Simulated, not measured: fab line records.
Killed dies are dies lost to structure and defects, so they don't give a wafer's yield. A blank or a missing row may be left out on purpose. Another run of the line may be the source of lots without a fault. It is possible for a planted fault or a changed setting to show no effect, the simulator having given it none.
Chamber matching | flow n5 finfet | 4 sister chambers for N5_BEOL_M1_DESCUM_33 on rie diel-03
The step chemistry O2, time 7 s. 4 wafers are shown with their chamber, then 8 later ones without.

EACH WAFER AND ITS CHAMBER
wafer  | chamber | drypump motor current A (A)
L075.4 | 2       | 5.40
L081.4 | 1       | 6.11
L083.6 | 3       | 5.31
L085.2 | 0       | 5.46

WAFERS WITH NO CHAMBER GIVEN
wafer  | drypump motor current A (A)
L085.3 | 5.41
L085.4 | 6.07
L093.1 | 5.28
L093.3 | 6.09
L093.6 | 6.11
L097.4 | 5.30
L097.5 | 5.33
L097.6 | 5.42

CHAMBER TAKEN BY EACH
wafer  | from the rows above     | in truth
L085.3 | can't be placed: 2 or 0 | 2
L085.4 | 1                       | 1
L093.1 | 3                       | 3
L093.3 | 1                       | 1
L093.6 | 1                       | 1
L097.4 | 3                       | 3
L097.5 | 3                       | 3
L097.6 | can't be placed: 2 or 0 | 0
6 of 8 placed correctly. Can't be placed from these rows: 2 (the true chamber is among the candidates in 2). 0 placed wrongly.
How it was worked out, from the rows above alone: a wafer's distance from a chamber is the root of the sum, over the readings, of the square of ((its reading less the chamber's mean) divided by the reading's scatter). If the next closest chamber is less than 2 further off than the closest, the wafer can't be placed; otherwise it belongs to the closest. A chamber's mean is the mean of its shown wafers. The scatter (one wafer shown for each chamber): square how far every hidden wafer sits from the nearest shown wafer, average those squares and take the square root.
